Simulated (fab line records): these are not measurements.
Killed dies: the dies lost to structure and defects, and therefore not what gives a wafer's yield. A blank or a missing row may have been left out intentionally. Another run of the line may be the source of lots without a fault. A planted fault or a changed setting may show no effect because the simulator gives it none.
fab line records | flow n5_finfet
record lots=7 | wafers=21
route steps=1938 shown ZERO_LAYER@16 WELL_APT@21 PMOS_HMC_CHANNEL_EPI@57 DUMMY_GATE@215 SD_EPI_N@279 ILD0@344 SDB@353 GATE_CUT@490
start_h: hours from the record's first day to the start of the lot's first wafer shown | wait_h: hours from the lot's prior step to this one | " same as the row above | L1.1+2: a single row standing in for several wafers | - value missing, or start not given | * or withheld: withheld | < > ~ a bound
route shown NAME@n: NAME is a module with steps in the file, n the number in the route of the first one | usual: mean/standard deviation taken from wafers without a fault | same: alike in all rows | chamber/n: place in a boat | sites: per-site readings | _std_site: their standard deviation | _edge_site: the outer-site mean with the inner-site mean subtracted | radius_mm: for every site, how far away it sits from the centre of the wafer | mask NAME#n: copy n | behind: tool/chamber where the wafer was last shaped | hold: cause of the lot's hold/its duration in hours/its outcome | device: names the non-switching transistor (n, p or np) | end of line: the same wafers' tests at the end of the route | where a step has no rows: the recipe by itself | killed: at the first sort, the dies lost to defects and structure; wafer yield is something else | map: shows each die of a wafer: x if killed, . if not, _ if none is there
set.NAME: the setting the step ran with; set.NAME@STEP: the setting that earlier step ran with | model.NAME: the simulator's own value behind a step, which no gauge read
lots run with intentionally changed settings; tables by step, rows by wafer
## steps
# step N5_ZERO_LAYER_ETCH_18
# recipe chemistry=HBr/Cl2 | target=Si | target_depth_a=1200 | time_s=40 | pressure_mtorr=10 | icp_w=800 | bias_w=75 | HBr_flow_sccm=150 | Cl2_flow_sccm=80
lot.wafer | tool      | chamber | start_h | wait_h | set.icp_w | model.etch.depth_nm | model.ZERO_LAYER.feature_depth_nm
L084.3    | rie_si-06 | 1       | 72.91   | 0.0    | 800       | 119.5               | 119.5
L084.4    | "         | 0       | "       | "      | 691.3     | 111.2               | 111.2
L084.5    | "         | 2       | "       | "      | 691.3     | 109.8               | 109.8
L087.1    | rie_si-01 | 3       | 90.79   | 0.0    | 882.2     | 130.4               | 130.4
L087.5    | "         | 1       | "       | "      | 882.2     | 123.6               | 123.6
L087.6    | "         | 0       | "       | "      | 800       | 121.1               | 121.1
L088.1    | rie_si-03 | 3       | 96.79   | 0.0    | 800       | 120                 | 120
L088.4    | "         | 0       | "       | "      | 800       | 119.5               | 119.5
L088.5    | "         | 1       | "       | "      | 800       | 119.2               | 119.2
L090.1    | rie_si-01 | 3       | 108.93  | 0.0    | 800       | 124.7               | 124.7
L090.2    | "         | 0       | "       | "      | 800       | 120.2               | 120.2
L090.5    | "         | 0       | "       | "      | 725.4     | 115.1               | 115.1
L093.2    | rie_si-06 | 1       | 127.39  | 0.0    | 800       | 117.2               | 117.2
L093.4    | "         | 2       | "       | "      | 800       | 117.8               | 117.8
L093.5    | "         | 1       | "       | "      | 800       | 118.4               | 118.4
L095.1    | rie_si-06 | 2       | 138.91  | 0.0    | 800       | 118.6               | 118.6
L095.2    | "         | 3       | "       | "      | 800       | 117.5               | 117.5
L095.5    | "         | 0       | "       | "      | 800       | 119.2               | 119.2
L096.3    | rie_si-03 | 1       | 144.81  | 0.0    | 800       | 117.1               | 117.1
L096.5    | "         | 3       | "       | "      | 800       | 117.5               | 117.5
L096.6    | "         | 0       | "       | "      | 800       | 118.7               | 118.7
# step N5_WELL_APT_COAT_02
# recipe spin_rpm=1357 | resist_thk_nm=950
lot.wafer | tool           | chamber | start_h | wait_h | set.spin_rpm | model.coat_of_WELL_APT_COAT_02.thk_nm
L084.3    | litho_track-04 | 0       | -       | -      | 1456         | 924.1
L084.4    | "              | 0       | "       | "      | 1357         | 954.6
L084.5    | "              | 0       | "       | "      | 1456         | 917.8
L087.1    | litho_track-03 | 0       | -       | -      | 1267         | 987.6
L087.5    | "              | 0       | "       | "      | 1357         | 954.5
L087.6    | "              | 0       | "       | "      | 1267         | 989.2
L088.1    | litho_track-04 | 0       | -       | -      | 1288         | 973.1
L088.4    | "              | 0       | "       | "      | 1288         | 975.1
L088.5    | "              | 0       | "       | "      | 1357         | 948
L090.1    | litho_track-01 | 0       | -       | -      | 1453         | 918.3
L090.2    | "              | 0       | "       | "      | 1357         | 950.5
L090.5    | "              | 0       | "       | "      | 1357         | 945.5
L093.2    | litho_track-04 | 0       | -       | -      | 1357         | 952.1
L093.4    | "              | 0       | "       | "      | 1357         | 952.3
L093.5    | "              | 0       | "       | "      | 1439         | 927.3
L095.1    | litho_track-04 | 0       | -       | -      | 1510         | 906.2
L095.2    | "              | 0       | "       | "      | 1357         | 958.2
L095.5    | "              | 0       | "       | "      | 1510         | 907.1
L096.3    | litho_track-01 | 0       | -       | -      | 1357         | 946.1
L096.5    | "              | 0       | "       | "      | 1357         | 945.5
L096.6    | "              | 0       | "       | "      | 1357         | 946.8
# step N5_PMOS_HMC_CHANNEL_EPI_HM_DEP_34
# recipe material=SiO2 | target_thk_a=360 | temp_c=400 | precursor=TEOS/O2 | pressure_torr=6.5 | rf_w=900 | teos_flow_sccm=161.4 | gas=O2 | flow_sccm=2650 | time_s=6.9
lot.wafer | tool     | chamber | start_h | wait_h | set.time_s | model.SiO2_of_PMOS_HMC_CHANNEL_EPI_HM_DEP_34.thk_nm
L084.3    | pecvd-04 | 1       | 76.81   | 0.0    | 7.321      | 37.08
L084.4    | "        | 1       | "       | "      | 6.9        | 35.96
L084.5    | "        | 0       | "       | "      | 7.321      | 37.96
L087.1    | pecvd-01 | 2       | 94.71   | 0.0    | 6.9        | 36.24
L087.5    | "        | 0       | "       | "      | 6.9        | 36.16
L087.6    | "        | 2       | "       | "      | 7.579      | 40.37
L088.1    | pecvd-03 | 0       | 100.69  | 0.0    | 7.807      | 39.9
L088.4    | "        | 2       | "       | "      | 7.807      | 41.01
L088.5    | "        | 0       | "       | "      | 6.9        | 36.29
L090.1    | pecvd-03 | 1       | 112.84  | 0.0    | 7.289      | 37.71
L090.2    | "        | 2       | "       | "      | 6.9        | 35.86
L090.5    | "        | 1       | "       | "      | 6.9        | 36.44
L093.2    | pecvd-01 | 0       | 131.32  | 0.0    | 7.409      | 38.15
L093.4    | "        | 0       | "       | "      | 7.409      | 38.33
L093.5    | "        | 2       | "       | "      | 6.9        | 36.98
L095.1    | pecvd-01 | 2       | 143.16  | 0.0    | 6.9        | 36.75
L095.2    | "        | 0       | "       | "      | 7.447      | 38.55
L095.5    | "        | 1       | "       | "      | 6.9        | 36.39
L096.3    | pecvd-01 | 0       | 148.64  | 0.0    | 6.9        | 35.63
L096.5    | "        | 1       | "       | "      | 6.9        | 35.91
L096.6    | "        | 2       | "       | "      | 6.9        | 37.23
# step N5_PMOS_HMC_CHANNEL_EPI_PEB_07
# recipe peb_temp_c=110 | peb_time_s=60 | resist=CAR-ArF-block
lot.wafer  | tool           | chamber | start_h | wait_h | set.peb_temp_c
L084.3+4   | litho_track-02 | 0       | 77.15   | 0.0    | 110
L084.5     | "              | 0       | "       | "      | 106.9
L087.1+5   | litho_track-01 | 0       | 94.92   | 0.1    | 111.4
L087.6     | "              | 0       | "       | "      | 110
L088.1+4+5 | litho_track-02 | 0       | 101.03  | 0.1    | 110
L090.1+2   | litho_track-02 | 0       | 113.05  | 0.1    | 107.4
L090.5     | "              | 0       | "       | "      | 110
L093.2+5   | litho_track-02 | 0       | 131.66  | 0.0    | 111.9
L093.4     | "              | 0       | "       | "      | 110
L095.1+5   | litho_track-05 | 0       | 143.50  | 0.1    | 107.6
L095.2     | "              | 0       | "       | "      | 110
L096.3+5+6 | litho_track-02 | 0       | 148.98  | 0.0    | 110
# step N5_PMOS_HMC_CHANNEL_EPI_DEVELOP_08
# recipe develop_time_s=30 | developer=TMAH | resist=CAR-ArF-block | dev_temp_c=23 | rinse_liquid=diw | dry=air_spin
# step N5_PMOS_HMC_CHANNEL_EPI_CD_MEAS_09
# recipe target_cd_nm=237.4 | landing_energy_ev=500 | detector=se_inlens
# usual cd_nm=237.6/1.1
lot.wafer | tool      | chamber | start_h | wait_h | set.peb_temp_c@PMOS_HMC_CHANNEL_EPI_PEB_07 | cd_nm
L084.3    | cd_sem-01 | 0       | 77.22   | -      | 110                                        | 237.8
L084.4    | "         | 0       | "       | "      | 110                                        | 236.7
L084.5    | "         | 0       | "       | "      | 106.9                                      | 227.7
L087.1    | cd_sem-01 | 0       | 94.99   | -      | 111.4                                      | 241.3
L087.5    | "         | 0       | "       | "      | 111.4                                      | 241.6
L087.6    | "         | 0       | "       | "      | 110                                        | 236.4
L088.1    | cd_sem-01 | 0       | 101.10  | -      | 110                                        | 237.2
L088.4    | "         | 0       | "       | "      | 110                                        | 238.2
L088.5    | "         | 0       | "       | "      | 110                                        | 237.3
L090.1    | cd_sem-02 | 0       | 113.12  | -      | 107.4                                      | 228.6
L090.2    | "         | 0       | "       | "      | 107.4                                      | 230.3
L090.5    | "         | 0       | "       | "      | 110                                        | 238.8
L093.2    | cd_sem-03 | 0       | 131.73  | -      | 111.9                                      | 243.4
L093.4    | "         | 0       | "       | "      | 110                                        | 236.9
L093.5    | "         | 0       | "       | "      | 111.9                                      | 242.7
L095.1    | cd_sem-02 | 0       | 143.56  | -      | 107.6                                      | 229.4
L095.2    | "         | 0       | "       | "      | 110                                        | 236.0
L095.5    | "         | 0       | "       | "      | 107.6                                      | 228.2
L096.3    | cd_sem-01 | 0       | 149.04  | -      | 110                                        | 238.8
L096.5    | "         | 0       | "       | "      | 110                                        | 238.9
L096.6    | "         | 0       | "       | "      | 110                                        | 239.9
# step N5_PMOS_HMC_CHANNEL_EPI_DESCUM_14
# recipe chemistry=O2 | time_s=7.9 | source_power_w=50 | bias_power_w=20 | pressure_mtorr=20 | rf_frequency_hz=2.712e+07 | temp_c=40 | resist=CAR-ArF-block | o2_flow_sccm=225
lot.wafer | tool        | chamber | start_h | wait_h | set.peb_temp_c@PMOS_HMC_CHANNEL_EPI_PEB_07 | model.PMOS_HMC_CHANNEL_EPI.cd_nm
L084.3    | rie_diel-02 | 2       | 77.39   | 0.1    | 110                                        | 237.9
L084.4    | "           | 0       | "       | "      | 110                                        | 236.7
L084.5    | "           | 2       | "       | "      | 106.9                                      | 227.5
L087.1    | rie_diel-02 | 0       | 95.08   | 0.0    | 111.4                                      | 241.3
L087.5    | "           | 1       | "       | "      | 111.4                                      | 241.5
L087.6    | "           | 2       | "       | "      | 110                                        | 236.3
L088.1    | rie_diel-06 | 0       | 101.19  | 0.0    | 110                                        | 237.5
L088.4    | "           | 3       | "       | "      | 110                                        | 238
L088.5    | "           | 0       | "       | "      | 110                                        | 237
L090.1    | rie_diel-02 | 3       | 113.21  | 0.0    | 107.4                                      | 228.3
L090.2    | "           | 2       | "       | "      | 107.4                                      | 229.9
L090.5    | "           | 0       | "       | "      | 110                                        | 238.4
L093.2    | rie_diel-02 | 1       | 131.81  | 0.0    | 111.9                                      | 243.3
L093.4    | "           | 0       | "       | "      | 110                                        | 236.6
L093.5    | "           | 0       | "       | "      | 111.9                                      | 242
L095.1    | rie_diel-06 | 1       | 143.65  | 0.0    | 107.6                                      | 229.8
L095.2    | "           | 2       | "       | "      | 110                                        | 236.6
L095.5    | "           | 2       | "       | "      | 107.6                                      | 228.4
L096.3    | rie_diel-06 | 2       | 149.13  | 0.0    | 110                                        | 238.8
L096.5    | "           | 2       | "       | "      | 110                                        | 239
L096.6    | "           | 1       | "       | "      | 110                                        | 240.3
# step N5_PMOS_HMC_CHANNEL_EPI_ETCH_32
# recipe chemistry=N2/H2 | target=BARC | stop_on=SiO2 | target_depth_a=858 | over_etch_frac=0.3 | time_s=50.3 | ion_energy_ev=200 | mask_material=CAR-ArF-block | pressure_mtorr=30 | source_w=840 | bias_w=150 | n2_flow_sccm=200 | h2_flow_sccm=200
# step N5_PMOS_HMC_CHANNEL_EPI_HM_OPEN_15
# recipe chemistry=CHF3/O2 | target=SiO2 | mask_material=CAR-ArF-block | target_depth_a=406 | CHF3_flow_sccm=50 | O2_flow_sccm=5 | Ar_flow_sccm=200 | time_s=20.3 | pressure_mtorr=30 | source_w=650 | bias_w=170 | ion_energy_ev=200
# step N5_PMOS_HMC_CHANNEL_EPI_STRIP_33
# recipe chemistry=N2/H2 | power_w=500 | temp_c=40 | pressure_mtorr=50 | rf_frequency_hz=6e+07 | overash_fraction=0.3 | bias_power_w=8 | h2_frac=0.5 | n2_flow_sccm=300 | h2_flow_sccm=300
# step N5_PMOS_HMC_CHANNEL_EPI_STRIP_17
# recipe chemistry=SPM | time_s=750 | temp_c=130 | h2so4_h2o2_vol_ratio=4 | dry=ipa_marangoni
# step N5_PMOS_HMC_CHANNEL_EPI_ETCH_38
# recipe chemistry=CF4 | target=SiO2 | target_depth_a=15 | ion_energy_ev=350 | pressure_mtorr=10 | icp_w=800 | bias_w=400 | cf4_flow_sccm=80
lot.wafer | tool      | chamber | start_h | wait_h | set.time_s@PMOS_HMC_CHANNEL_EPI_HM_DEP_34 | model.SiO2_of_PMOS_HMC_CHANNEL_EPI_HM_DEP_34.thk_nm
L084.3    | rie_si-04 | 3       | 77.82   | 0.0    | 7.321                                     | 35.64
L084.4    | "         | 2       | "       | "      | 6.9                                       | 34.5
L084.5    | "         | 0       | "       | "      | 7.321                                     | 36.54
L087.1    | rie_si-04 | 1       | 95.51   | 0.0    | 6.9                                       | 34.79
L087.5    | "         | 1       | "       | "      | 6.9                                       | 34.69
L087.6    | "         | 0       | "       | "      | 7.579                                     | 38.96
L088.1    | rie_si-02 | 1       | 101.62  | 0.0    | 7.807                                     | 38.3
L088.4    | "         | 3       | "       | "      | 7.807                                     | 39.38
L088.5    | "         | 1       | "       | "      | 6.9                                       | 34.68
L090.1    | rie_si-04 | 1       | 113.64  | 0.0    | 7.289                                     | 36.25
L090.2    | "         | 0       | "       | "      | 6.9                                       | 34.45
L090.5    | "         | 2       | "       | "      | 6.9                                       | 34.97
L093.2    | rie_si-05 | 0       | 132.25  | 0.0    | 7.409                                     | 36.75
L093.4    | "         | 1       | "       | "      | 7.409                                     | 36.9
L093.5    | "         | 0       | "       | "      | 6.9                                       | 35.56
L095.1    | rie_si-02 | 3       | 144.09  | 0.0    | 6.9                                       | 35.23
L095.2    | "         | 2       | "       | "      | 7.447                                     | 37.06
L095.5    | "         | 0       | "       | "      | 6.9                                       | 34.91
L096.3    | rie_si-02 | 2       | 149.57  | 0.0    | 6.9                                       | 34.16
L096.5    | "         | 3       | "       | "      | 6.9                                       | 34.39
L096.6    | "         | 2       | "       | "      | 6.9                                       | 35.74
# step N5_DUMMY_GATE_CVD_03
# recipe material=a-Si | target_thk_a=1500 | temp_c=530 | precursor=SiH4 | time_s=8042
lot.wafer | tool     | chamber   | start_h | wait_h | set.temp_c | model.a-Si_of_DUMMY_GATE_CVD_03.thk_nm
L084.3    | -        | -         | -       | 1.3    | 515.1      | 99.2
L084.4    | "        | -         | "       | "      | 515.1      | 98.6
L084.5    | "        | -         | "       | "      | 515.1      | 99.6
L087.1    | -        | -         | -       | 0.4    | 530        | 150.2
L087.5    | "        | -         | "       | "      | 530        | 152
L087.6    | "        | -         | "       | "      | 530        | 151.4
L088.1    | -        | -         | -       | 0.1    | 549.1      | 252.8
L088.4    | "        | -         | "       | "      | 549.1      | 252.2
L088.5    | "        | -         | "       | "      | 549.1      | 252.6
L090.1    | -        | -         | -       | 0.1    | 507.5      | 77.4
L090.2    | "        | -         | "       | "      | 507.5      | 76.6
L090.5    | "        | -         | "       | "      | 507.5      | 76.2
L093.2+4  | -        | -         | -       | 0.1    | 544.1      | 223
L093.5    | "        | -         | "       | "      | 544.1      | 222.6
L095.1    | -        | -         | -       | 0.1    | 530        | 148.4
L095.2    | "        | -         | "       | "      | 530        | 149.6
L095.5    | "        | -         | "       | "      | 530        | 148.6
L096.3+6  | lpcvd-02 | 1/50,1/64 | 169.62  | 0.1    | 530        | 149.2
L096.5    | "        | 1/59      | "       | "      | 530        | 149.4
# step N5_SD_EPI_N_ETCH_16
# recipe chemistry=CHF3/O2 | target=SiO2 | target_depth_a=50 | mask_material=SOC | pressure_mtorr=30 | source_w=650 | bias_w=170 | Ar_flow_sccm=200 | CHF3_flow_sccm=50 | O2_flow_sccm=5 | ion_energy_ev=200
lot.wafer | tool        | chamber | start_h | wait_h | set.target_depth_a | model.etch.depth_nm
L084.3    | rie_diel-04 | 2       | 112.12  | 0.1    | 50                 | 4.931
L084.4    | "           | 0       | "       | "      | 50                 | 4.976
L084.5    | "           | 3       | "       | "      | 50                 | 4.937
L087.1    | rie_diel-01 | 1       | 125.75  | 0.1    | 50                 | 5.113
L087.5    | "           | 3       | "       | "      | 50                 | 4.82
L087.6    | "           | 2       | "       | "      | 55.82              | 5.444
L088.1    | rie_diel-04 | 3       | 131.49  | 0.1    | 50                 | 5.02
L088.4    | "           | 1       | "       | "      | 50                 | 5.087
L088.5    | "           | 3       | "       | "      | 50                 | 4.989
L090.1    | rie_diel-03 | 0       | 146.40  | 0.1    | 44.9               | 4.421
L090.2    | "           | 3       | "       | "      | 50                 | 4.751
L090.5    | "           | 2       | "       | "      | 50                 | 4.786
L093.2    | rie_diel-03 | 0       | 163.98  | 0.1    | 45.49              | 4.533
L093.4    | "           | 1       | "       | "      | 45.49              | 4.565
L093.5    | "           | 1       | "       | "      | 50                 | 4.99
L095.1    | rie_diel-04 | 3       | 175.15  | 0.1    | 54.56              | 5.344
L095.2    | "           | 0       | "       | "      | 54.56              | 5.617
L095.5    | "           | 0       | "       | "      | 50                 | 5.115
L096.3    | rie_diel-01 | 0       | 181.73  | 0.1    | 50                 | 5.011
L096.5    | "           | 0       | "       | "      | 50                 | 5.021
L096.6    | "           | 3       | "       | "      | 50                 | 4.771
# step N5_SD_EPI_N_EPI_21
# recipe material=Si:P | dopant=P | temp_c=680 | pressure_torr=255 | time_s=690
lot.wafer | tool         | chamber | start_h | wait_h | set.epi_growth_time_s | model.Si-P_of_SD_EPI_N_EPI_21.thk_nm
L084.3    | epi_rpcvd-02 | 0       | 113.97  | 0.7    | 690                   | 59.2
L084.4    | "            | 0       | "       | "      | 690                   | 59.4
L084.5    | "            | 0       | "       | "      | 690                   | 59
L087.1    | epi_rpcvd-04 | 0       | 126.81  | 0.1    | 690                   | 58.4
L087.5    | "            | 0       | 127.93  | 1.1    | 648.6                 | 55.8
L087.6    | "            | 0       | "       | "      | 648.6                 | 56.2
L088.1+5  | epi_rpcvd-02 | 0       | 132.55  | 0.1    | 690                   | 59
L088.4    | "            | 0       | "       | "      | 690                   | 58.6
L090.1    | epi_rpcvd-03 | 0       | 147.52  | 0.1    | 667.1                 | 58.4
L090.2    | "            | 0       | "       | "      | 667.1                 | 57.8
L090.5    | "            | 0       | "       | "      | 690                   | 58.4
L093.2    | epi_rpcvd-03 | 0       | 165.32  | 0.4    | 726.7                 | 62
L093.4    | "            | 0       | "       | "      | 690                   | 59.8
L093.5    | "            | 0       | "       | "      | 690                   | 59.4
L095.1    | epi_rpcvd-04 | 0       | 176.28  | 0.1    | 690                   | 59.2
L095.2+5  | "            | 0       | "       | "      | 690                   | 60.2
L096.3    | epi_rpcvd-04 | 0       | 183.38  | 0.7    | 690                   | 59.4
L096.5    | "            | 0       | "       | "      | 690                   | 59
L096.6    | "            | 0       | "       | "      | 690                   | 60.2
# step N5_ILD0_CMP_12
# recipe stop_on=poly-Si | material=SiNx | t_overpolish_s=6 | post_cmp_clean=alkaline_brush | down_force_psi=2.5 | platen_rpm=51.8 | pad_velocity_m_s=1.0307 | target_thk_nm=17.67
# usual time_to_endpoint_s=28.7/2.4
lot.wafer | tool   | chamber | start_h | wait_h | set.down_force_psi | time_to_endpoint_s
L084.3    | cmp-01 | 1       | 126.98  | 1.1    | 2.5                | 27.0
L084.4    | "      | 3       | "       | "      | 2.5                | 28.2
L084.5    | "      | 1       | "       | "      | 2.5                | 27.3
L087.1    | cmp-02 | 0       | 140.89  | 1.1    | 2.232              | 32.6
L087.5    | "      | 0       | "       | "      | 2.5                | 29.7
L087.6    | "      | 1       | "       | "      | 2.232              | 32.6
L088.4    | cmp-03 | 1       | 146.84  | 1.2    | 2.5                | 29.9
L088.1    | "      | 2       | "       | "      | 2.5                | 29.2
L088.5    | "      | 0       | "       | "      | 2.5                | 30.5
L090.1    | cmp-01 | 3       | 162.03  | 1.1    | 2.5                | 31.7
L090.2    | "      | 0       | "       | "      | 3.017              | 25.3
L090.5    | "      | 0       | "       | "      | 2.5                | 30.6
L093.4    | cmp-03 | 1       | 178.25  | 0.0    | 2.5                | 28.2
L093.2    | "      | 0       | "       | "      | 2.5                | 26.6
L093.5    | "      | 1       | "       | "      | 2.5                | 28.6
L095.2    | cmp-02 | 2       | 192.72  | 1.1    | 3.037              | 23.7
L095.1    | "      | 1       | "       | "      | 2.5                | 31.3
L095.5    | "      | 3       | "       | "      | 3.037              | 24.0
L096.3    | cmp-01 | 3       | 196.77  | 1.1    | 2.5                | 27.5
L096.5    | "      | 3       | "       | "      | 2.5                | 28.9
L096.6    | "      | 0       | "       | "      | 2.5                | 32.0
# step N5_SDB_EXPOSE_08
# recipe mask_id=SDB | na=1.35 | source_shape=conventional | sigma_outer=0.5 | polarization=unpolarized | dose_mj=49.6
lot.wafer  | tool            | chamber | start_h | wait_h | mask  | set.dose_mj
L084.3+5   | arfi_scanner-03 | 0       | 127.55  | -      | SDB#0 | 51.35
L084.4     | "               | 0       | "       | "      | SDB#0 | 49.6
L087.1+5+6 | arfi_scanner-01 | 0       | 141.45  | -      | SDB#0 | 48.14
L088.1+4+5 | arfi_scanner-03 | 0       | 147.45  | -      | SDB#0 | 49.6
L090.1+2   | arfi_scanner-02 | 0       | 162.59  | -      | SDB#0 | 49.6
L090.5     | "               | 0       | "       | "      | SDB#0 | 46.17
L093.2+5   | arfi_scanner-02 | 0       | 178.81  | -      | SDB#0 | 49.6
L093.4     | "               | 0       | "       | "      | SDB#0 | 52.46
L095.1     | arfi_scanner-03 | 0       | 193.40  | -      | SDB#0 | 51.76
L095.2+5   | "               | 0       | "       | "      | SDB#0 | 49.6
L096.3+5+6 | arfi_scanner-03 | 0       | 197.34  | -      | SDB#0 | 49.6
# step N5_SDB_PEB_09
# recipe peb_temp_c=withheld | peb_time_s=60 | resist=CAR-ArF
# step N5_SDB_DEVELOP_10
# recipe develop_time_s=30 | developer=TMAH | resist=CAR-ArF | rinse_liquid=diw | dry=air_spin | dev_temp_c=23
# step N5_SDB_CD_MEAS_11
# recipe target_cd_nm=50 | landing_energy_ev=500 | detector=se_inlens | polarity=opening
# usual cd_nm=49.6/1.6
lot.wafer | tool      | chamber | start_h | wait_h | set.dose_mj@SDB_EXPOSE_08 | cd_nm
L084.3    | cd_sem-01 | 0       | 127.67  | -      | 51.35                     | 53.9
L084.4    | "         | 0       | "       | "      | 49.6                      | 52.0
L084.5    | "         | 0       | "       | "      | 51.35                     | 53.6
L087.1    | cd_sem-03 | 0       | 141.57  | -      | 48.14                     | 47.1
L087.5    | "         | 0       | "       | "      | 48.14                     | 45.3
L087.6    | "         | 0       | "       | "      | 48.14                     | 47.5
L088.1    | cd_sem-03 | 0       | 147.57  | -      | 49.6                      | 50.0
L088.4    | "         | 0       | "       | "      | 49.6                      | 51.2
L088.5    | "         | 0       | "       | "      | 49.6                      | 51.5
L090.1    | cd_sem-03 | 0       | 162.72  | -      | 49.6                      | 49.1
L090.2    | "         | 0       | "       | "      | 49.6                      | 48.7
L090.5    | "         | 0       | "       | "      | 46.17                     | 40.3
L093.2    | cd_sem-03 | 0       | 178.93  | -      | 49.6                      | 53.7
L093.4    | "         | 0       | "       | "      | 52.46                     | 57.4
L093.5    | "         | 0       | "       | "      | 49.6                      | 51.8
L095.1    | cd_sem-03 | 0       | 193.53  | -      | 51.76                     | 55.1
L095.2    | "         | 0       | "       | "      | 49.6                      | 48.0
L095.5    | "         | 0       | "       | "      | 49.6                      | 48.9
L096.3    | cd_sem-03 | 0       | 197.46  | -      | 49.6                      | 47.7
L096.5    | "         | 0       | "       | "      | 49.6                      | 50.2
L096.6    | "         | 0       | "       | "      | 49.6                      | 48.3
# step N5_GATE_CUT_DESCUM_18
# recipe chemistry=O2 | time_s=7 | source_power_w=50 | bias_power_w=20 | pressure_mtorr=20 | rf_frequency_hz=2.712e+07 | temp_c=40 | resist=CAR-EUV | o2_flow_sccm=225
lot.wafer  | tool        | chamber | start_h | wait_h | set.time_s | model.CAR-EUV_of_GATE_CUT_COAT_07.thk_nm
L084.3+4   | rie_diel-06 | 3,1     | 145.08  | 0.1    | 8.082      | 25.6
L084.5     | "           | 0       | "       | "      | 7          | 26.2
L087.1+6   | rie_diel-06 | 1,0     | 159.25  | 0.4    | 7.742      | 25.6
L087.5     | "           | 2       | "       | "      | 7          | 26
L088.1     | rie_diel-05 | 3       | 165.70  | 0.0    | 7          | 25.8
L088.4     | "           | 1       | "       | "      | 8.35       | 25.2
L088.5     | "           | 1       | "       | "      | 7          | 26
L090.1+5   | rie_diel-06 | 2,0     | 181.83  | 1.1    | 5.426      | 27
L090.2     | "           | 1       | "       | "      | 7          | 26
L093.2     | rie_diel-02 | 0       | 196.85  | 0.0    | 8.029      | 25.8
L093.4     | "           | 2       | "       | "      | 7          | 26.2
L093.5     | "           | 0       | "       | "      | 8.029      | 25.6
L095.1+2+5 | rie_diel-05 | 1,3,1   | 211.67  | 0.0    | 7          | 26
L096.3+5+6 | rie_diel-02 | 3,1,3   | 214.90  | 0.0    | 7          | 26.2
# step N5_GATE_CUT_ETCH_28
# recipe chemistry=N2/H2 | target=underlayer | target_depth_a=130 | mask_material=CAR-EUV | time_s=10.4 | ion_energy_ev=200 | pressure_mtorr=30 | source_w=840 | bias_w=150 | n2_flow_sccm=200 | h2_flow_sccm=200 | ends=cleared
lot.wafer  | tool        | chamber | start_h | wait_h | set.time_s@GATE_CUT_DESCUM_18 | model.CAR-EUV_of_GATE_CUT_COAT_07.thk_nm
L084.3+4   | rie_diel-06 | 3,1     | 145.11  | 0.0    | 8.082                         | 14.2
L084.5     | "           | 0       | "       | "      | 7                             | 14.8
L087.1     | rie_diel-06 | 1       | 159.29  | 0.0    | 7.742                         | 14.2
L087.5     | "           | 2       | "       | "      | 7                             | 14.6
L087.6     | "           | 0       | "       | "      | 7.742                         | 14.4
L088.1+5   | rie_diel-05 | 3,1     | 165.73  | 0.0    | 7                             | 14.4
L088.4     | "           | 1       | "       | "      | 8.35                          | 13.8
L090.1+5   | rie_diel-06 | 2,0     | 181.86  | 0.0    | 5.426                         | 15.6
L090.2     | "           | 1       | "       | "      | 7                             | 14.6
L093.2     | rie_diel-02 | 0       | 196.88  | 0.0    | 8.029                         | 14.4
L093.4     | "           | 2       | "       | "      | 7                             | 14.8
L093.5     | "           | 0       | "       | "      | 8.029                         | 14.2
L095.1+2+5 | rie_diel-05 | 1,3,1   | 211.70  | 0.0    | 7                             | 14.6
L096.3     | rie_diel-02 | 3       | 214.93  | 0.0    | 7                             | 15
L096.5     | "           | 1       | "       | "      | 7                             | 14.6
L096.6     | "           | 3       | "       | "      | 7                             | 14.8
## key
split step=N5_ZERO_LAYER_ETCH_18 | setting=icp_w | stated=800 | by=wafer
response step=N5_ZERO_LAYER_ETCH_18 | reading=model.etch.depth_nm | change=+0.664 | per=1% | r=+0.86
response step=N5_ZERO_LAYER_ETCH_18 | reading=model.ZERO_LAYER.feature_depth_nm | change=+0.664 | per=1% | r=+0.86
split step=N5_WELL_APT_COAT_02 | setting=spin_rpm | stated=1357 | by=wafer
response step=N5_WELL_APT_COAT_02 | reading=model.coat_of_WELL_APT_COAT_02.thk_nm | change=-4.59 | per=1% | r=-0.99
split step=N5_PMOS_HMC_CHANNEL_EPI_HM_DEP_34 | setting=time_s | stated=6.9 | by=wafer
response step=N5_PMOS_HMC_CHANNEL_EPI_HM_DEP_34 | reading=model.SiO2_of_PMOS_HMC_CHANNEL_EPI_HM_DEP_34.thk_nm | change=+0.305 | per=1% | r=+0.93
response step=N5_PMOS_HMC_CHANNEL_EPI_ETCH_38 | reading=model.SiO2_of_PMOS_HMC_CHANNEL_EPI_HM_DEP_34.thk_nm | change=+0.307 | per=1% | r=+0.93
split step=N5_PMOS_HMC_CHANNEL_EPI_PEB_07 | setting=peb_temp_c | stated=110 | by=wafer
response step=N5_PMOS_HMC_CHANNEL_EPI_CD_MEAS_09 | reading=cd_nm | change=+3.58 | per=1% | r=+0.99
response step=N5_PMOS_HMC_CHANNEL_EPI_DESCUM_14 | reading=model.PMOS_HMC_CHANNEL_EPI.cd_nm | change=+3.62 | per=1% | r=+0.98
split step=N5_DUMMY_GATE_CVD_03 | setting=temp_c | stated=530 | by=lot
response step=N5_DUMMY_GATE_CVD_03 | reading=model.a-Si_of_DUMMY_GATE_CVD_03.thk_nm | change=+22.3 | per=1% | r=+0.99
split step=N5_SD_EPI_N_ETCH_16 | setting=target_depth_a | stated=50 | by=wafer
response step=N5_SD_EPI_N_ETCH_16 | reading=model.etch.depth_nm | change=+0.0406 | per=1% | r=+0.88
split step=N5_SD_EPI_N_EPI_21 | setting=epi_growth_time_s | stated=690 | by=wafer
response step=N5_SD_EPI_N_EPI_21 | reading=model.Si-P_of_SD_EPI_N_EPI_21.thk_nm | change=+0.374 | per=1% | r=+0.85
split step=N5_ILD0_CMP_12 | setting=down_force_psi | stated=2.5 | by=wafer
response step=N5_ILD0_CMP_12 | reading=time_to_endpoint_s | change=* | per=1% | r=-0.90
split step=N5_SDB_EXPOSE_08 | setting=dose_mj | stated=49.6 | by=wafer
response step=N5_SDB_CD_MEAS_11 | reading=cd_nm | change=+1.08 | per=1% | r=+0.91
split step=N5_GATE_CUT_DESCUM_18 | setting=time_s | stated=7 | by=wafer
response step=N5_GATE_CUT_DESCUM_18 | reading=model.CAR-EUV_of_GATE_CUT_COAT_07.thk_nm | change=-0.0393 | per=1% | r=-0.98
response step=N5_GATE_CUT_ETCH_28 | reading=model.CAR-EUV_of_GATE_CUT_COAT_07.thk_nm | change=-0.0373 | per=1% | r=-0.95
